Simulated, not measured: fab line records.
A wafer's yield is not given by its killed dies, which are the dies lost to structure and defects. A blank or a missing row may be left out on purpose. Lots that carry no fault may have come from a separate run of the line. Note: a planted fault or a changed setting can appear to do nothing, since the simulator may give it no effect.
fab line records	flow nand_harc	part 1 of 2: steps 1 to 12 of 20
record: lots: 5	wafers: 15	last_day: 24
route steps=1159 shown A_CHANNEL_HOLE_D1@467
lots that met no fault: taken from a fault-free run of the same line
start_h: hours from the record's first day to the start of the lot's first wafer shown	wait_h: how many hours have passed since the lot's step before this one	" same as the row above	L1.1+2: a row that stands for several wafers	- no value, or no start given	* or withheld: withheld	< > ~ a bound
route shown NAME@n: a module of which the file shows steps, and the number in the route of the first	usual: the fault-free wafers' mean and standard deviation	same: alike in all rows	chamber/n: place in a boat	sites: the reading at each site	_std_site: standard deviation across them	_edge_site: mean of outer sites minus mean of inner sites	radius_mm: for every site, how far away it sits from the centre of the wafer	mask NAME#n: copy n	behind: tool/chamber where the wafer was last shaped	hold: the reason the lot was held/the length of the hold in hours/how it ended	device: whichever transistor did not switch (one of n, p or np)	end of line: the same wafers' tests at the end of the route	a step given without rows: its recipe and nothing more	killed: count of dies lost to structure and defects at first sort (not the wafer's yield)	map: a wafer's dies, x killed, . not, _ none there
set.NAME: the setting as run; set.NAME@STEP: as run at that earlier step	model.NAME: the simulator's own value behind a step, which no gauge read
certain route steps with their lots: each step a table, each wafer a row
services: the hour from which a tool's chamber was out of use, counted from the record's first day as start_h (under 0 if before that day), plus the number of hours and why
== steps ==
step: NHARC_A_CHANNEL_HOLE_D1_ETCH_39
recipe: target_depth_a: 2600	over_etch_frac: 0.3	time_s: 325	ion_energy_ev: 200	n2_flow_sccm: 150	h2_flow_sccm: 150	ar_flow_sccm: 0	rf_w: 400	bias_w: 150	chemistry: N2/H2
usual: chamber_pressure_mTorr: 29.998/0.027	drypump_motor_current_A: 5.8/0.34	oes_product_au: 0.996/0.01	rf_vpp_V: 430.4/2.7	showerhead_plenum_p_Torr: 2.04/0.098	throttle_valve_pct: 14.171/0.0093
lot.wafer	tool	chamber	start_h	wait_h	chamber_pressure_mTorr	drypump_motor_current_A	oes_product_au	rf_hours_counter_h	rf_vpp_V	showerhead_plenum_p_Torr	throttle_valve_pct
L076.4	rie_diel-07	0	-	-	29.998	5.5	1.000	9	431.1	2.05	14.160
L076.3	"	2	"	"	29.910	6.1	1.009	8	431.5	2.10	14.156
L076.6	"	1	"	"	30.045	5.4	1.005	-	428.9	1.97	14.173
L079.3	rie_diel-02	1	-	-	29.992	5.6	1.005	3	427.5	1.90	14.151
L079.2	"	3	"	"	29.972	5.8	0.987	2	434.4	2.18	14.171
L079.4	"	3	"	"	30.016	5.8	0.992	-	433.5	2.18	14.149
L078.3	rie_diel-05	2	-	-	29.937	5.5	0.993	1	433.6	2.15	14.184
L078.1	"	3	"	"	29.992	6.2	0.979	1	427.5	1.94	14.183
L078.6	"	3	"	"	29.982	6.2	0.978	-	428.5	1.94	14.159
L082.2	rie_diel-02	1	-	-	29.950	5.6	1.001	6	427.4	1.90	14.157
L082.4	"	1	"	"	30.000	5.6	0.990	-	426.9	1.90	14.165
L082.5	"	2	"	"	30.038	6.3	0.995	-	431.1	2.04	14.165
L094.4	rie_diel-07	3	-	-	30.044	6.3	0.995	3	430.7	2.02	14.162
L094.5	"	2	"	"	29.992	6.1	1.008	-	432.3	2.10	14.174
L094.6	"	3	"	"	29.993	6.3	1.001	-	430.6	2.02	14.176
step: NHARC_A_CHANNEL_HOLE_D1_ETCH_34
recipe: target_depth_a: 1540	time_s: 77	cf4_flow_sccm: 100	chf3_flow_sccm: 30	ar_flow_sccm: 0	rf_w: 500	bias_w: 200	chemistry: CF4/CHF3
usual: chamber_pressure_mTorr: 25.005/0.024	drypump_motor_current_A: 5.8/0.33	oes_product_au: 0.946/0.022	rf_vpp_V: 370.5/2.5	showerhead_plenum_p_Torr: 1.57/0.07	throttle_valve_pct: 16.801/0.01
lot.wafer	tool	chamber	start_h	wait_h	chamber_pressure_mTorr	drypump_motor_current_A	oes_product_au	rf_hours_counter_h	rf_vpp_V	showerhead_plenum_p_Torr	throttle_valve_pct
L076.4	rie_diel-07	0	-	-	24.961	5.6	0.932	10	370.5	1.58	16.791
L076.3	"	1	"	"	25.064	5.3	0.927	9	368.6	1.52	16.775
L076.6	"	1	"	"	25.018	5.3	0.929	-	369.0	1.53	16.786
L079.2	rie_diel-02	0	-	-	24.961	5.7	0.965	2	372.2	1.60	16.803
L079.3	"	1	"	"	24.993	5.6	0.972	3	367.8	1.47	16.783
L079.4	"	0	"	"	25.050	5.6	0.975	-	372.1	1.60	16.802
L078.1	rie_diel-05	3	-	-	24.989	6.2	0.960	1	368.7	1.50	16.842
L078.3	"	0	"	"	24.973	5.2	0.983	2	371.4	1.62	16.809
L078.6	"	1	"	"	24.993	5.7	0.965	-	367.0	1.48	16.798
L082.2	rie_diel-02	1	-	-	24.977	5.6	0.965	6	367.2	1.47	16.787
L082.4	"	1	"	"	25.004	5.6	0.964	-	367.1	1.47	16.802
L082.5	"	3	"	"	25.021	5.8	0.951	-	375.4	1.67	16.807
L094.4	rie_diel-07	2	-	-	25.018	6.1	0.923	4	371.6	1.61	16.800
L094.6	"	2	"	"	25.018	6.0	0.928	-	371.0	1.61	16.809
L094.5	"	3	"	"	25.018	6.4	0.934	-	370.7	1.56	16.804
step: NHARC_A_CHANNEL_HOLE_D1_ETCH_16
recipe: target_depth_a: 31000	over_etch_frac: 0.3	time_s: 806	ion_energy_ev: 150	o2_flow_sccm: 400	cos_flow_sccm: 20	ar_flow_sccm: 0	rf_w: 500	bias_w: 300	chemistry: O2/COS
usual: chamber_pressure_mTorr: 19.998/0.018	drypump_motor_current_A: 5.8/0.33	oes_product_au: 0.998/0.0097	rf_vpp_V: 314.2/2	showerhead_plenum_p_Torr: 3.12/0.14	throttle_valve_pct: 28.330/0.009
lot.wafer	tool	chamber	start_h	wait_h	chamber_pressure_mTorr	drypump_motor_current_A	oes_product_au	rf_hours_counter_h	rf_vpp_V	showerhead_plenum_p_Torr	throttle_valve_pct
L076.4	rie_diel-07	0	-	-	19.976	5.6	1.004	10	312.7	3.14	28.319
L076.3	"	2	"	"	20.028	6.1	0.992	8	315.4	3.21	28.324
L076.6	"	0	"	"	19.991	5.6	1.007	-	313.9	3.14	28.347
L079.3	rie_diel-02	0	-	-	20.004	5.7	1.014	3	313.3	3.17	28.331
L079.2	"	1	"	"	19.988	5.6	1.017	3	310.3	2.93	28.317
L079.4	"	0	"	"	19.979	5.6	1.010	-	315.4	3.17	28.336
L078.3	rie_diel-05	0	-	-	19.990	5.2	0.991	2	316.1	3.21	28.339
L078.1	"	1	"	"	20.025	5.6	1.001	2	311.5	2.94	28.339
L078.6	"	2	"	"	19.988	5.5	1.002	-	316.4	3.28	28.331
L082.2	rie_diel-02	2	-	-	20.018	6.3	1.006	3	314.7	3.12	28.346
L082.5	"	1	"	"	20.003	5.6	1.004	-	311.1	2.92	28.325
L082.4	"	2	"	"	20.002	6.3	0.989	-	313.6	3.12	28.318
L094.4	rie_diel-07	3	-	-	20.003	6.4	1.003	4	312.8	3.10	28.327
L094.6	"	2	"	"	19.989	6.1	0.995	-	315.6	3.20	28.319
L094.5	"	3	"	"	20.020	6.3	1.001	-	313.4	3.09	28.334
step: NHARC_A_CHANNEL_HOLE_D1_CD_MEAS_18
usual: cd_nm: 99.5/2.9
lot.wafer	tool	chamber	start_h	wait_h	cd_nm
L076.3	cd_sem-03	-	187.27	-	99.9
L076.4	"	-	"	"	97.0
L076.6	"	-	"	"	102.2
L078.1	cd_sem-01	-	195.94	-	99.7
L078.3	"	-	"	"	97.4
L078.6	"	-	"	"	104.9
L079.2	cd_sem-02	-	195.99	-	100.1
L079.3	"	-	"	"	92.9
L079.4	"	-	"	"	95.0
L082.2	cd_sem-03	-	228.61	-	93.2
L082.4	"	-	"	"	96.7
L082.5	"	-	"	"	96.0
L094.4	cd_sem-03	-	288.59	-	99.7
L094.5	"	-	"	"	97.4
L094.6	"	-	"	"	97.9
step: NHARC_A_CHANNEL_HOLE_D1_ETCH_19
recipe: bias_v: 1200	source_w: 2500	pressure_mtorr: 15	time_s: 34.5	ar_flow_sccm: 375	c4f8_flow_sccm: 28.8	o2_flow_sccm: 96.2	temp_c: -20	target_depth_a: *	chemistry: C4F8/O2/Ar
usual: bias_v: 1200/13	chamber_pressure_mTorr: 15.000/0.013	drypump_motor_current_A: 6.02/0.26	he_backside_leak_sccm: 5.8/0.66	showerhead_plenum_p_Torr: 3.78/0.11	throttle_valve_pct: 37.038/0.0091
lot.wafer	tool	chamber	start_h	wait_h	bias_v	chamber_pressure_mTorr	drypump_motor_current_A	he_backside_leak_sccm	rf_hours_counter_h	showerhead_plenum_p_Torr	throttle_valve_pct
L076.4	har_etch-02	1	191.22	3.9	1227	15.023	6.38	5.0	-	3.63	37.025
L076.3	"	0	"	"	1181	14.987	5.82	6.1	-	3.92	37.035
L076.6	"	0	"	"	1186	15.014	5.82	6.1	-	3.92	37.050
L078.1	har_etch-01	0	196.03	0.1	1215	14.991	5.69	6.4	192	3.87	37.024
L078.3	"	0	"	"	1212	15.010	5.70	6.8	-	3.87	37.033
L078.6	"	1	"	"	1201	14.976	6.17	5.4	-	3.76	37.039
L079.2	har_etch-02	0	196.08	0.1	1215	15.012	5.82	6.1	114	3.92	37.053
L079.4	"	1	"	"	1192	15.013	6.37	5.0	-	3.63	37.054
L079.3	"	0	"	"	1213	14.993	5.83	6.2	-	3.92	37.049
L082.2	har_etch-02	1	228.69	0.1	1222	14.987	6.34	5.1	124	3.62	37.039
L082.4	"	0	"	"	1202	15.014	5.82	6.0	-	3.91	37.038
L082.5	"	0	"	"	1212	14.994	5.84	5.9	-	3.91	37.031
L094.4	har_etch-02	1	288.71	0.1	1196	15.015	6.31	5.1	-	3.60	37.028
L094.5	"	1	"	"	1203	14.997	6.33	5.2	-	3.60	37.032
L094.6	"	0	"	"	1165	15.013	5.83	5.9	-	3.89	37.040
step: NHARC_A_CHANNEL_HOLE_D1_ETCH_20
recipe: bias_v: 3000	source_w: withheld	pressure_mtorr: 20	time_s: 361.9	ar_flow_sccm: 375	c4f8_flow_sccm: 89.3	o2_flow_sccm: 35.7	temp_c: -20	target_depth_a: 16000	chemistry: C4F8/O2/Ar
usual: chamber_pressure_mTorr: 19.999/0.019	drypump_motor_current_A: 6.02/0.26	he_backside_leak_sccm: 5.7/0.53	showerhead_plenum_p_Torr: 3.74/0.11	throttle_valve_pct: 32.154/0.0084
lot.wafer	tool	chamber	start_h	wait_h	chamber_pressure_mTorr	drypump_motor_current_A	he_backside_leak_sccm	rf_hours_counter_h	showerhead_plenum_p_Torr	throttle_valve_pct
L076.4	har_etch-02	1	191.40	0.2	19.991	6.38	5.0	-	3.59	32.170
L076.3	"	0	"	"	19.964	5.86	6.0	-	3.87	32.154
L076.6	"	0	"	"	19.987	5.85	6.1	-	3.87	32.159
L078.1	har_etch-01	0	196.18	0.1	19.986	5.73	6.5	192	3.82	32.161
L078.3	"	0	"	"	19.996	5.73	6.6	-	3.82	32.159
L078.6	"	1	"	"	19.967	6.18	5.3	-	3.72	32.172
L079.2	har_etch-02	0	196.23	0.1	19.966	5.83	5.8	114	3.87	32.175
L079.4	"	1	"	"	20.011	6.33	5.0	-	3.59	32.145
L079.3	"	0	"	"	20.006	5.82	5.9	-	3.87	32.159
L082.2	har_etch-02	1	228.80	0.1	20.022	6.35	5.1	124	3.58	32.168
L082.4	"	0	"	"	19.988	5.81	6.0	-	3.86	32.147
L082.5	"	0	"	"	19.973	5.83	6.3	-	3.86	32.154
L094.4	har_etch-02	1	288.89	0.2	20.009	6.36	5.4	-	3.57	32.145
L094.5	"	1	"	"	19.971	6.33	5.4	-	3.57	32.149
L094.6	"	0	"	"	20.042	5.82	6.3	-	3.85	32.152
step: NHARC_A_CHANNEL_HOLE_D1_ETCH_21
recipe: bias_v: 3000	source_w: withheld	pressure_mtorr: 20	time_s: 514.3	ar_flow_sccm: 375	c4f8_flow_sccm: 89.3	o2_flow_sccm: 35.7	temp_c: -20	target_depth_a: 16000	chemistry: C4F8/O2/Ar
usual: chamber_pressure_mTorr: 20.000/0.02	drypump_motor_current_A: 6.02/0.26	he_backside_leak_sccm: 5.7/0.57	showerhead_plenum_p_Torr: 3.74/0.11	throttle_valve_pct: 32.155/0.01
lot.wafer	tool	chamber	start_h	wait_h	chamber_pressure_mTorr	drypump_motor_current_A	he_backside_leak_sccm	rf_hours_counter_h	showerhead_plenum_p_Torr	throttle_valve_pct
L076.4	har_etch-02	1	191.75	0.3	20.030	6.37	5.2	-	3.59	32.169
L076.3	"	0	"	"	20.001	5.83	5.8	-	3.87	32.154
L076.6	"	0	"	"	20.002	5.82	5.8	-	3.87	32.169
L078.1	har_etch-01	0	196.51	0.3	20.014	5.73	6.1	192	3.82	32.160
L078.3	"	0	"	"	20.022	5.73	6.4	-	3.82	32.134
L078.6	"	1	"	"	20.009	6.18	5.4	-	3.72	32.159
L079.2	har_etch-02	0	196.56	0.3	20.001	5.84	6.1	114	3.87	32.177
L079.4	"	1	"	"	20.005	6.32	5.0	-	3.59	32.162
L079.3	"	0	"	"	19.971	5.82	5.8	-	3.87	32.164
L082.2	har_etch-02	1	229.12	0.3	19.969	6.30	5.1	124	3.58	32.164
L082.4	"	0	"	"	20.000	5.82	5.8	-	3.86	32.153
L082.5	"	0	"	"	19.985	5.83	6.0	-	3.86	32.149
L094.4	har_etch-02	1	289.24	0.3	20.008	6.36	5.1	-	3.57	32.162
L094.5	"	1	"	"	20.007	6.36	5.0	-	3.57	32.164
L094.6	"	0	"	"	19.986	5.83	6.1	-	3.84	32.147
step: NHARC_A_CHANNEL_HOLE_D1_ETCH_22
recipe: bias_v: 3000	source_w: withheld	pressure_mtorr: 20	time_s: 666.7	ar_flow_sccm: 375	c4f8_flow_sccm: 89.3	o2_flow_sccm: 35.7	temp_c: -20	target_depth_a: 16000	chemistry: C4F8/O2/Ar
usual: chamber_pressure_mTorr: 19.999/0.019	drypump_motor_current_A: 6.02/0.26	he_backside_leak_sccm: 5.7/0.53	showerhead_plenum_p_Torr: 3.74/0.11	throttle_valve_pct: 32.154/0.009
lot.wafer	tool	chamber	start_h	wait_h	chamber_pressure_mTorr	drypump_motor_current_A	he_backside_leak_sccm	rf_hours_counter_h	showerhead_plenum_p_Torr	throttle_valve_pct
L076.4	har_etch-02	1	192.24	0.4	20.037	6.38	4.9	-	3.59	32.167
L076.3	"	0	"	"	19.996	5.83	5.8	-	3.87	32.135
L076.6	"	0	"	"	20.012	5.83	6.0	-	3.87	32.158
L078.1	har_etch-01	0	196.97	0.4	20.009	5.74	6.0	193	3.82	32.152
L078.3	"	0	"	"	20.015	5.74	6.0	-	3.82	32.145
L078.6	"	1	"	"	20.009	6.18	5.2	-	3.72	32.168
L079.2	har_etch-02	0	197.02	0.4	20.004	5.82	6.2	115	3.87	32.144
L079.4	"	1	"	"	20.016	6.36	5.3	-	3.59	32.164
L079.3	"	0	"	"	20.028	5.85	6.2	-	3.87	32.143
L082.2	har_etch-02	1	229.57	0.4	20.007	6.33	5.3	125	3.58	32.158
L082.4	"	0	"	"	20.002	5.81	6.0	-	3.86	32.157
L082.5	"	0	"	"	20.008	5.82	6.1	-	3.86	32.164
L094.4	har_etch-02	1	289.72	0.4	20.025	6.35	5.3	-	3.57	32.156
L094.5	"	1	"	"	19.999	6.31	5.3	-	3.57	32.147
L094.6	"	0	"	"	20.007	5.82	6.3	-	3.85	32.159
step: NHARC_A_CHANNEL_HOLE_D1_ETCH_23
recipe: bias_v: 5000	source_w: withheld	pressure_mtorr: 20	time_s: 819	ar_flow_sccm: 375	c4f8_flow_sccm: 89.3	o2_flow_sccm: 35.7	temp_c: -20	target_depth_a: 16000	chemistry: C4F8/O2/Ar
usual: chamber_pressure_mTorr: 20.000/0.02	drypump_motor_current_A: 6.02/0.26	he_backside_leak_sccm: 5.8/0.7	showerhead_plenum_p_Torr: 3.74/0.11	throttle_valve_pct: 32.155/0.0087
lot.wafer	tool	chamber	start_h	wait_h	chamber_pressure_mTorr	drypump_motor_current_A	he_backside_leak_sccm	rf_hours_counter_h	showerhead_plenum_p_Torr	throttle_valve_pct
L076.4	har_etch-02	1	192.85	0.5	19.987	6.34	5.0	-	3.59	32.160
L076.3	"	0	"	"	19.994	5.82	6.1	-	3.87	32.161
L076.6	"	0	"	"	20.012	5.82	5.7	-	3.87	32.148
L078.1	har_etch-01	0	197.56	0.5	19.990	5.71	6.4	194	3.82	32.143
L078.3	"	0	"	"	20.012	5.72	6.7	-	3.82	32.153
L078.6	"	1	"	"	20.020	6.18	5.3	-	3.72	32.143
L079.2	har_etch-02	0	197.60	0.5	19.995	5.82	6.0	115	3.87	32.168
L079.4	"	1	"	"	20.027	6.38	5.1	-	3.59	32.151
L079.3	"	0	"	"	20.024	5.83	5.9	-	3.87	32.141
L082.2	har_etch-02	1	230.13	0.5	20.013	6.38	5.3	125	3.58	32.129
L082.4	"	0	"	"	19.992	5.83	6.4	-	3.86	32.163
L082.5	"	0	"	"	19.982	5.85	6.0	-	3.86	32.144
L094.4	har_etch-02	1	290.33	0.5	20.011	6.33	5.3	-	3.57	32.151
L094.5	"	1	"	"	19.985	6.34	5.5	-	3.57	32.164
L094.6	"	0	"	"	19.999	5.82	5.9	-	3.85	32.155
step: NHARC_A_CHANNEL_HOLE_D1_ETCH_24
recipe: bias_v: 5000	source_w: withheld	pressure_mtorr: 20	time_s: 906.2	ar_flow_sccm: 375	c4f8_flow_sccm: 93.8	o2_flow_sccm: 31.2	temp_c: -20	target_depth_a: 15000	chemistry: C4F8/O2/Ar
usual: chamber_pressure_mTorr: 19.999/0.018	drypump_motor_current_A: 6.02/0.26	he_backside_leak_sccm: 5.7/0.57	showerhead_plenum_p_Torr: 3.73/0.11	throttle_valve_pct: 32.235/0.0098
lot.wafer	tool	chamber	start_h	wait_h	chamber_pressure_mTorr	drypump_motor_current_A	he_backside_leak_sccm	rf_hours_counter_h	showerhead_plenum_p_Torr	throttle_valve_pct
L076.4	har_etch-02	1	193.58	0.6	19.990	6.36	5.3	-	3.58	32.238
L076.3	"	0	"	"	19.992	5.83	6.0	-	3.86	32.232
L076.6	"	0	"	"	19.992	5.83	6.0	-	3.86	32.251
L078.1	har_etch-01	0	198.27	0.6	19.960	5.70	6.4	194	3.82	32.233
L078.3	"	0	"	"	19.977	5.72	6.5	-	3.82	32.233
L078.6	"	1	"	"	20.005	6.18	5.4	-	3.71	32.248
L079.2	har_etch-02	0	198.31	0.6	19.992	5.86	5.9	116	3.86	32.238
L079.4	"	1	"	"	19.999	6.33	5.1	-	3.58	32.232
L079.3	"	0	"	"	19.977	5.83	6.0	-	3.86	32.237
L082.2	har_etch-02	1	230.83	0.6	20.011	6.33	5.1	126	3.58	32.225
L082.4	"	0	"	"	19.989	5.83	5.7	-	3.86	32.238
L082.5	"	0	"	"	19.995	5.82	5.8	-	3.86	32.223
L094.4	har_etch-02	1	291.05	0.6	20.007	6.36	5.0	-	3.56	32.231
L094.5	"	1	"	"	19.967	6.34	5.1	-	3.56	32.236
L094.6	"	0	"	"	19.991	5.82	6.4	-	3.84	32.249
step: NHARC_A_CHANNEL_HOLE_D1_ETCH_25
recipe: bias_v: 5000	source_w: withheld	pressure_mtorr: 20	time_s: 1040.2	ar_flow_sccm: 375	c4f8_flow_sccm: 93.8	o2_flow_sccm: 31.2	temp_c: -20	target_depth_a: 15000	chemistry: C4F8/O2/Ar
usual: chamber_pressure_mTorr: 20.001/0.021	drypump_motor_current_A: 6.01/0.26	he_backside_leak_sccm: 5.7/0.61	showerhead_plenum_p_Torr: 3.73/0.11	throttle_valve_pct: 32.235/0.009
lot.wafer	tool	chamber	start_h	wait_h	chamber_pressure_mTorr	drypump_motor_current_A	he_backside_leak_sccm	rf_hours_counter_h	showerhead_plenum_p_Torr	throttle_valve_pct
L076.4	har_etch-02	1	194.38	0.7	20.018	6.36	5.0	-	3.58	32.253
L076.3	"	0	"	"	20.012	5.83	6.1	-	3.86	32.238
L076.6	"	0	"	"	19.976	5.82	5.8	-	3.86	32.240
L078.1	har_etch-01	0	199.04	0.6	20.012	5.72	6.5	195	3.82	32.238
L078.3	"	0	"	"	20.013	5.71	6.6	-	3.82	32.214
L078.6	"	1	"	"	19.970	6.17	5.5	-	3.71	32.223
L079.2	har_etch-02	0	199.10	0.7	20.009	5.85	5.7	117	3.86	32.240
L079.4	"	1	"	"	20.030	6.39	5.1	-	3.58	32.235
L079.3	"	0	"	"	20.020	5.83	5.9	-	3.86	32.222
L082.2	har_etch-02	1	231.57	0.6	19.992	6.30	5.1	127	3.58	32.243
L082.4	"	0	"	"	20.015	5.80	5.9	-	3.86	32.234
L082.5	"	0	"	"	20.025	5.82	5.8	-	3.86	32.236
L094.4	har_etch-02	1	291.85	0.7	19.963	6.33	5.2	-	3.56	32.238
L094.5	"	1	"	"	20.054	6.39	5.0	-	3.56	32.236
L094.6	"	0	"	"	20.004	5.82	6.1	-	3.84	32.238
step: NHARC_A_CHANNEL_HOLE_D1_ETCH_26
recipe: bias_v: 300	source_w: 2000	pressure_mtorr: 30	time_s: 224.1	ar_flow_sccm: 375	c4f8_flow_sccm: 11.4	o2_flow_sccm: 113.6	temp_c: -20	target_depth_a: 3000	chemistry: C4F8/O2/Ar
usual: bias_v: 299.7/3	chamber_pressure_mTorr: 29.998/0.03	drypump_motor_current_A: 6.02/0.26	he_backside_leak_sccm: 5.7/0.6	showerhead_plenum_p_Torr: 3.78/0.11	throttle_valve_pct: 24.584/0.0091
lot.wafer	tool	chamber	start_h	wait_h	bias_v	chamber_pressure_mTorr	drypump_motor_current_A	he_backside_leak_sccm	rf_hours_counter_h	showerhead_plenum_p_Torr	throttle_valve_pct
L076.4	har_etch-02	1	195.04	0.5	302.8	30.012	6.35	4.9	-	3.63	24.583
L076.3	"	0	"	"	295.1	29.971	5.82	5.7	-	3.92	24.596
L076.6	"	0	"	"	293.1	29.987	5.83	5.7	-	3.92	24.573
L078.1	har_etch-01	0	199.80	0.6	297.1	30.036	5.70	6.5	196	3.87	24.587
L078.3	"	0	"	"	296.9	29.979	5.70	6.4	-	3.88	24.580
L078.6	"	1	"	"	294.8	30.031	6.17	5.6	-	3.76	24.580
L079.2	har_etch-02	0	199.87	0.6	301.1	30.013	5.84	5.8	118	3.92	24.575
L079.4	"	1	"	"	303.0	30.030	6.34	5.2	-	3.63	24.571
L079.3	"	0	"	"	296.6	29.954	5.82	5.7	-	3.92	24.595
L082.2	har_etch-02	1	232.47	0.7	298.2	29.976	6.33	4.9	128	3.62	24.585
L082.4	"	0	"	"	299.8	29.973	5.83	6.0	-	3.92	24.597
L082.5	"	0	"	"	300.4	30.008	5.83	5.9	-	3.92	24.582
L094.4	har_etch-02	1	292.50	0.5	304.7	30.002	6.34	5.5	-	3.60	24.594
L094.5	"	1	"	"	303.4	30.017	6.30	5.4	-	3.60	24.588
L094.6	"	0	"	"	299.4	30.002	5.83	5.9	-	3.90	24.581
